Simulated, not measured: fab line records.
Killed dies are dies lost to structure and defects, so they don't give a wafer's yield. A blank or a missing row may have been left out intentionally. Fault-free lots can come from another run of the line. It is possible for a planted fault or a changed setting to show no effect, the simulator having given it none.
Matching of chambers :: flow nandHarc :: NHARC_A_CONTACT_DESCUM_13 on rieDiel-11 has 4 sister chambers
The step chemistry O2, time 3 s. 30 wafers are shown with their chamber, then 12 later ones without.

== WAFERS, EACH WITH ITS CHAMBER ==
wafer: L075.3
chamber: 3
showerheadPlenumPTorr (Torr): 1.91
drypumpMotorCurrentA (A): 5.9
rfVppV (V): 57.9

wafer: L075.4
chamber: 1
showerheadPlenumPTorr (Torr): 2.07
drypumpMotorCurrentA (A): 5.7
rfVppV (V): 58.4

wafer: L075.6
chamber: 1
showerheadPlenumPTorr (Torr): 2.07
drypumpMotorCurrentA (A): 5.7
rfVppV (V): 58.1

wafer: L078.1
chamber: 1
showerheadPlenumPTorr (Torr): 2.07
drypumpMotorCurrentA (A): 5.7
rfVppV (V): 58.8

wafer: L078.3
chamber: 3
showerheadPlenumPTorr (Torr): 1.91
drypumpMotorCurrentA (A): 5.9
rfVppV (V): 58.4

wafer: L078.5
chamber: 0
showerheadPlenumPTorr (Torr): 2.06
drypumpMotorCurrentA (A): 6.0
rfVppV (V): 59.0

wafer: L080.1
chamber: 1
showerheadPlenumPTorr (Torr): 2.07
drypumpMotorCurrentA (A): 5.7
rfVppV (V): 59.7

wafer: L080.2
chamber: 3
showerheadPlenumPTorr (Torr): 1.91
drypumpMotorCurrentA (A): 5.9
rfVppV (V): 57.3

wafer: L080.5
chamber: 0
showerheadPlenumPTorr (Torr): 2.06
drypumpMotorCurrentA (A): 6.0
rfVppV (V): 56.7

wafer: L081.1
chamber: 0
showerheadPlenumPTorr (Torr): 2.06
drypumpMotorCurrentA (A): 6.0
rfVppV (V): 60.8

wafer: L081.4
chamber: 2
showerheadPlenumPTorr (Torr): 1.81
drypumpMotorCurrentA (A): 5.7
rfVppV (V): 56.7

wafer: L081.6
chamber: 0
showerheadPlenumPTorr (Torr): 2.06
drypumpMotorCurrentA (A): 6.0
rfVppV (V): 59.6

wafer: L085.3
chamber: 2
showerheadPlenumPTorr (Torr): 1.81
drypumpMotorCurrentA (A): 5.7
rfVppV (V): 57.6

wafer: L085.4
chamber: 3
showerheadPlenumPTorr (Torr): 1.91
drypumpMotorCurrentA (A): 5.9
rfVppV (V): 58.1

wafer: L085.5
chamber: 1
showerheadPlenumPTorr (Torr): 2.07
drypumpMotorCurrentA (A): 5.7
rfVppV (V): 59.5

wafer: L088.1
chamber: 3
showerheadPlenumPTorr (Torr): 1.91
drypumpMotorCurrentA (A): 5.9
rfVppV (V): 57.2

wafer: L088.4
chamber: 0
showerheadPlenumPTorr (Torr): 2.06
drypumpMotorCurrentA (A): 6.0
rfVppV (V): 58.3

wafer: L088.6
chamber: 2
showerheadPlenumPTorr (Torr): 1.81
drypumpMotorCurrentA (A): 5.7
rfVppV (V): 57.5

wafer: L089.2
chamber: 0
showerheadPlenumPTorr (Torr): 2.06
drypumpMotorCurrentA (A): 6.0
rfVppV (V): 59.2

wafer: L089.5
chamber: 0
showerheadPlenumPTorr (Torr): 2.06
drypumpMotorCurrentA (A): 6.0
rfVppV (V): 56.6

wafer: L089.6
chamber: 1
showerheadPlenumPTorr (Torr): 2.07
drypumpMotorCurrentA (A): 5.7
rfVppV (V): 56.9

wafer: L090.1
chamber: 1
showerheadPlenumPTorr (Torr): 2.06
drypumpMotorCurrentA (A): 5.7
rfVppV (V): 58.2

wafer: L090.4
chamber: 0
showerheadPlenumPTorr (Torr): 2.05
drypumpMotorCurrentA (A): 6.0
rfVppV (V): 58.3

wafer: L090.5
chamber: 3
showerheadPlenumPTorr (Torr): 1.90
drypumpMotorCurrentA (A): 5.9
rfVppV (V): 58.4

wafer: L091.1
chamber: 0
showerheadPlenumPTorr (Torr): 2.05
drypumpMotorCurrentA (A): 5.9
rfVppV (V): 58.4

wafer: L091.3
chamber: 2
showerheadPlenumPTorr (Torr): 1.81
drypumpMotorCurrentA (A): 5.7
rfVppV (V): 56.9

wafer: L091.4
chamber: 1
showerheadPlenumPTorr (Torr): 2.06
drypumpMotorCurrentA (A): 5.7
rfVppV (V): 58.0

wafer: L093.2
chamber: 1
showerheadPlenumPTorr (Torr): 2.06
drypumpMotorCurrentA (A): 5.7
rfVppV (V): 59.6

wafer: L093.4
chamber: 0
showerheadPlenumPTorr (Torr): 2.05
drypumpMotorCurrentA (A): 6.0
rfVppV (V): 59.4

wafer: L093.6
chamber: 3
showerheadPlenumPTorr (Torr): 1.90
drypumpMotorCurrentA (A): 5.9
rfVppV (V): 58.7

SIGNATURES (means of the wafers above)
reading: showerheadPlenumPTorr
chamber 0: 2.0570
chamber 1: 2.0667
chamber 2: 1.8100
chamber 3: 1.9071
scatter within a chamber: 0.00461

reading: drypumpMotorCurrentA
chamber 0: 5.990
chamber 1: 5.700
chamber 2: 5.700
chamber 3: 5.900
scatter within a chamber: 0.0186

reading: rfVppV
chamber 0: 58.630
chamber 1: 58.578
chamber 2: 57.175
chamber 3: 58.000
scatter within a chamber: 0.963
Rule: a wafer lies at a distance from a chamber equal to the root of the sum of squares, over the readings, of (its reading less the chamber's mean, divided by the reading's scatter). If the next closest chamber is less than 2 further off than the closest, the wafer can't be placed; otherwise it belongs to the closest. How the scatter is found: for the shown wafers, subtract from each reading the mean of its chamber, square and add these, divide the total by (wafers less chambers), then take the root.

== WAFERS MISSING THEIR CHAMBER ==
wafer: L094.1
showerheadPlenumPTorr (Torr): 2.05
drypumpMotorCurrentA (A): 6.0
rfVppV (V): 58.3

wafer: L094.4
showerheadPlenumPTorr (Torr): 1.81
drypumpMotorCurrentA (A): 5.7
rfVppV (V): 59.2

wafer: L094.6
showerheadPlenumPTorr (Torr): 2.06
drypumpMotorCurrentA (A): 5.7
rfVppV (V): 58.8

wafer: L097.1
showerheadPlenumPTorr (Torr): 2.05
drypumpMotorCurrentA (A): 6.0
rfVppV (V): 58.9

wafer: L097.2
showerheadPlenumPTorr (Torr): 1.80
drypumpMotorCurrentA (A): 5.7
rfVppV (V): 56.3

wafer: L097.3
showerheadPlenumPTorr (Torr): 1.90
drypumpMotorCurrentA (A): 5.9
rfVppV (V): 58.6

wafer: L096.1
showerheadPlenumPTorr (Torr): 1.80
drypumpMotorCurrentA (A): 5.7
rfVppV (V): 58.1

wafer: L096.3
showerheadPlenumPTorr (Torr): 2.06
drypumpMotorCurrentA (A): 5.7
rfVppV (V): 58.8

wafer: L096.6
showerheadPlenumPTorr (Torr): 1.80
drypumpMotorCurrentA (A): 5.7
rfVppV (V): 56.9

wafer: L095.2
showerheadPlenumPTorr (Torr): 1.90
drypumpMotorCurrentA (A): 5.9
rfVppV (V): 57.7

wafer: L095.5
showerheadPlenumPTorr (Torr): 2.05
drypumpMotorCurrentA (A): 6.0
rfVppV (V): 56.3

wafer: L095.6
showerheadPlenumPTorr (Torr): 1.90
drypumpMotorCurrentA (A): 5.9
rfVppV (V): 58.1

== WHICH CHAMBER EACH ONE RAN IN ==
wafer: L094.1
from the rows above: 0
in truth: 0

wafer: L094.4
from the rows above: 2
in truth: 2

wafer: L094.6
from the rows above: 1
in truth: 1

wafer: L097.1
from the rows above: 0
in truth: 0

wafer: L097.2
from the rows above: 2
in truth: 2

wafer: L097.3
from the rows above: 3
in truth: 3

wafer: L096.1
from the rows above: 2
in truth: 2

wafer: L096.3
from the rows above: 1
in truth: 1

wafer: L096.6
from the rows above: 2
in truth: 2

wafer: L095.2
from the rows above: 3
in truth: 3

wafer: L095.5
from the rows above: 0
in truth: 0

wafer: L095.6
from the rows above: 3
in truth: 3
12 of 12 placed correctly. Number that these rows cannot place: 0. 0 placed wrongly.
